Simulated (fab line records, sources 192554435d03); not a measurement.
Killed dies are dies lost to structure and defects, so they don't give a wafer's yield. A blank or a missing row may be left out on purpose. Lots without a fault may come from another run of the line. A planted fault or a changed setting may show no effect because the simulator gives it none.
Which tool did it? | flow n5_finfet | 10 lots, 30 wafers sampled, at 6 steps of a route of 1938

WHAT THE GAUGES READ, wafer by wafer
N5_BEOL_M7_OVL_MEAS_29.
lot  | measured     | on         | V6_OVL (nm)
L074 | day 9 05:47  | overlay-01 | 0.0 -0.2 -0.4
L078 | day 9 22:04  | overlay-01 | 0.2 0.7 0.1
L076 | day 10 01:47 | overlay-01 | -0.9 0.1 0.0
L080 | day 10 11:47 | overlay-02 | 1.0 0.2 -0.4
L084 | day 11 12:28 | overlay-01 | 0.1 0.2 -0.3
L087 | day 12 01:44 | overlay-02 | 0.0 -0.2 0.1
L088 | day 12 11:11 | overlay-02 | 0.7 0.0 1.1
L091 | day 12 23:54 | overlay-02 | -0.2 -0.4 -0.3
L094 | day 14 03:54 | overlay-01 | -1.1 -0.7 -0.7
L096 | day 14 06:23 | overlay-01 | 0.5 0.4 -0.5

WHICH TOOL RAN EACH LOT (tool, then ch and the chambers of the sampled wafers, then the start)
lot  | N5_BEOL_M6_ETCH_72                 | N5_BEOL_M6_STRIP_36                | N5_BEOL_M6_TRENCH_ETCH_37                     | N5_BEOL_M7_PECVD_70             | N5_BEOL_M7_STRIP_67
L074 | rie_diel-05 ch 0,1,3, day 8 21:46  | rie_diel-05 ch 0,1,3, day 8 21:57  | rie_diel-05 ch 0,1,3, day 9 01:52 or earlier  | pecvd-01 ch 0,2, day 9 01:52    | rie_diel-04 ch 1,2,3, day 9 04:08
L078 | rie_diel-01 ch 0,3, day 9 16:02    | rie_diel-01 ch 0,3, day 9 16:13    | rie_diel-01 ch 0,3, day 9 20:34 or earlier    | pecvd-03 ch 1,2, day 9 20:34    | rie_diel-02 ch 1,2,3, day 9 21:25
L076 | rie_diel-01 ch 0,1,2, day 9 19:01  | rie_diel-01 ch 0,1,2, day 9 19:12  | rie_diel-01 ch 0,1,2, day 9 22:59 or earlier  | pecvd-01 ch 0,1, day 9 22:59    | rie_diel-04 ch 0,1,3, day 10 00:37
L080 | rie_diel-01 ch 1,3, day 10 02:08   | rie_diel-01 ch 1,3, day 10 02:20   | rie_diel-01 ch 1,3, day 10 06:50 or earlier   | pecvd-02 ch 1,2, day 10 06:50   | rie_diel-04 ch 0,3, day 10 09:17
L084 | rie_diel-03 ch 0,1,3, day 11 06:41 | rie_diel-03 ch 0,1,3, day 11 06:53 | rie_diel-03 ch 0,1,3, day 11 10:01 or earlier | pecvd-02 ch 0,1,2, day 11 10:01 | rie_diel-02 ch 0,1, day 11 11:46
L087 | rie_diel-03 ch 0,1,3, day 11 17:55 | rie_diel-03 ch 0,1,3, day 11 18:07 | rie_diel-03 ch 0,1,3, day 11 22:23 or earlier | pecvd-01 ch 0,1,2, day 11 22:23 | rie_diel-04 ch 0,1,2, day 11 23:25
L088 | rie_diel-03 ch 0,1,2, day 12 01:59 | rie_diel-03 ch 0,1,2, day 12 02:11 | rie_diel-03 ch 0,1,2, day 12 06:01 or earlier | pecvd-02 ch 0,2, day 12 06:01   | rie_diel-04 ch 0,1,3, day 12 07:56
L091 | rie_diel-05 ch 0,3, day 12 18:09   | rie_diel-05 ch 0,3, day 12 18:21   | rie_diel-05 ch 0,3, day 12 21:31 or earlier   | pecvd-03 ch 0,2, day 12 21:31   | rie_diel-02 ch 0,1,3, day 12 23:13
L094 | rie_diel-01 ch 1,2,3, day 13 21:02 | rie_diel-01 ch 1,2,3, day 13 21:13 | rie_diel-01 ch 1,2,3, day 14 00:25 or earlier | pecvd-03 ch 0,1, day 14 00:25   | rie_diel-02 ch 0,1,2, day 14 02:00
L096 | rie_diel-05 ch 0,2,3, day 13 23:50 | rie_diel-05 ch 0,2,3, day 14 00:02 | rie_diel-05 ch 0,2,3, day 14 04:08 or earlier | pecvd-01 ch 0,1, day 14 04:08   | rie_diel-06 ch 0,1,2, day 14 05:37
- N5_BEOL_M6_ETCH_72: etches underlayer in N2/H2, target depth 6.5 nm, time 5.2 s.
- N5_BEOL_M6_STRIP_36: strips in N2/H2.
- N5_BEOL_M6_TRENCH_ETCH_37: etches SiCOH lowk in C4F6/O2, target depth 94.435 nm, time 31.5 s.
- N5_BEOL_M7_PECVD_70: deposits SiO2 from TEOS/O2, target thk 20 nm, time 22.7 s.
- N5_BEOL_M7_STRIP_67: strips in CF4.

THE ANSWER, worked out from the rows above alone
Rule: what is usual is taken from the lots themselves. Put in order of their means at a reading, lots are off if they are a third of the lots or fewer, leave a main group of 4 or more, and stand apart from it by a gap of 3 or more times the standard deviation of the main group's means; of several such gaps the widest counts. A main group whose means are all the same, to the digits that the tables above print for the reading, isn't used. A lot without any number at a reading at which 4 lots or more have one is off too. The other lots that the step has rows for count as sound.
No lot is off at any reading shown: from this, nothing can be told.

WHAT THE SIMULATOR HAD PUT IN
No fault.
